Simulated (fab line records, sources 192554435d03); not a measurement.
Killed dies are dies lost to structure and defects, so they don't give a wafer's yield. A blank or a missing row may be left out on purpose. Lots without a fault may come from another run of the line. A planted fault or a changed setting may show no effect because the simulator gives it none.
A struck lot beside a sound one | flow n5_finfet | 36 steps out of a route of 1938
Sound: wafers L836.2, L836.3, L836.6. Struck: wafer L844.6. (L844.3 of the same lot was not struck and is left out.) The cause comes at the end.
At each step with rows: each side's tool, then ch and its chambers, then its first start. Under that, the readings that differ: sound wafers | struck wafers | difference of the means | sigmas: that difference in standard deviations of wafers without a fault.
alike: readings whose means differ by less than 2 such deviations, and words and numbers that are the same on both sides. not compared: withheld readings, readings that some wafer has no value for, bounds like >300 that may hide the same value, and numbers for which the record gives no deviation and whose values overlap.
The two part at a step that has a row with sigmas, a row that says differs or no value, or rows on one side only. Numbers that don't overlap but have no deviation are shown without sigmas and don't part them. A reading that every wafer of one side lacks parts them only if that side has two wafers or more.

first, 8 steps without rows for these wafers: N5_BEOL_M9_SPUTTER_48 (material Cu, target thk 12 nm, time 2 s); N5_BEOL_M9_ECD_50 (material Cu, target thk 318 nm); N5_BEOL_M9_ANNEAL_51 (time 90 s); N5_BEOL_M9_CMP_52 (polishes, stops on SiCOH lowk, t overpolish 7 s, target thk 140 nm); N5_BEOL_M9_PRE_CLEAN_55 (time 15 s); N5_BEOL_M9_DEP_56 (deposits SiCN from 3MS/NH3, target thk 15 nm, time 26.5 s); N5_BEOL_M10_ILD_DEP_00 (deposits SiCOH lowk from DEMS/porogen, target thk 308.51 nm, time 58 s); N5_BEOL_M10_CURE_71 (cures SiCOH lowk, time 240 s).
N5_BEOL_M10_PECVD_70: deposits SiO2 from TEOS/O2, target thk 20 nm, time 22.7 s.
  sound on pecvd-02 ch 0,1,2, day 11 23:38; struck on pecvd-02 ch 1, day 15 15:56
  reading                                     | sound        | struck | difference | sigmas
  model.SiO2_of_BEOL_M10_PECVD_70.thk_nm (nm) | 20 19.8 20.2 | 29.8   | +9.8       |
  alike: heater_power_w, showerhead_plenum_p_Torr, throttle_valve_pct
then, 24 steps without rows for these wafers: N5_BEOL_M10_HM_DEP_02 (deposits TiN, target thk 20 nm); N5_BEOL_M10_COAT_59 (time 60 s, resist thk 100 nm); N5_BEOL_M10_COAT_60 (time 60 s, resist thk 30 nm); N5_BEOL_M10_COAT_05 (resist thk 90 nm); N5_BEOL_M10_EBR_07; N5_BEOL_M10_SOFTBAKE_06 (time 60 s); N5_BEOL_M10_EXPOSE_08 (exposes mask M10); N5_BEOL_M10_PEB_09 (peb time 60 s); N5_BEOL_M10_DEVELOP_10 (develop time 30 s); N5_BEOL_M10_DESCUM_16 (chemistry O2, time 7.9 s); N5_BEOL_M10_ETCH_61 (etches SiARC in CF4, target depth 39 nm, time 65 s); N5_BEOL_M10_ETCH_62 (etches SOC in N2/H2, target depth 110 nm, overetch 22 nm, time 165 s); N5_BEOL_M10_STRIP_68 (strips in N2/H2); N5_BEOL_M10_STRIP_67 (strips in CF4); N5_BEOL_M10_HM_OPEN_17 (chemistry Cl2/BCl3, target TiN, target depth 20 nm, overetch 6 nm); N5_BEOL_M10_STRIP_19 (strips in O2); N5_BEOL_M10_COAT_63 (time 60 s, resist thk 100 nm); N5_BEOL_M10_COAT_64 (time 60 s, resist thk 30 nm); N5_BEOL_M10_COAT_22 (resist thk 90 nm); N5_BEOL_M10_EBR_24; N5_BEOL_M10_SOFTBAKE_23 (time 60 s); N5_BEOL_M10_EXPOSE_25 (exposes mask V9); N5_BEOL_M10_PEB_26 (peb time 60 s); N5_BEOL_M10_DEVELOP_27 (develop time 30 s).
N5_BEOL_M10_HM_STRIP_39: strips TiN in peroxide tin strip, target depth 25 nm, time 158 s.
  sound on wet_bench-06 ch 0,2,3, day 12 04:48; struck on wet_bench-03 ch 5, day 15 21:35
  reading                                     | sound        | struck | difference | sigmas
  model.SiO2_of_BEOL_M10_PECVD_70.thk_nm (nm) | 19.8 19.8 20 | 29.8   | +9.9       |
N5_BEOL_M10_CMP_52: polishes, stops on SiCOH lowk, t overpolish 7 s, target thk 140 nm.
  sound on cmp-04 ch 0,1,3, day 12 06:48; struck on cmp-04 ch 0, day 15 23:55
  reading                      | sound          | struck | difference | sigmas
  barrier_field_endpoint_s (s) | 29.6 28.4 29.1 | 40.6   | +11.6      | +16
  alike: edge_zone_pressure_frac, motor_current_A
then, 1 step without rows for these wafers: N5_PASSIVATION_PROBE_49.

WHERE THEY PART
Only at N5_BEOL_M10_CMP_52, within this record.

WHY: what the simulator had put in
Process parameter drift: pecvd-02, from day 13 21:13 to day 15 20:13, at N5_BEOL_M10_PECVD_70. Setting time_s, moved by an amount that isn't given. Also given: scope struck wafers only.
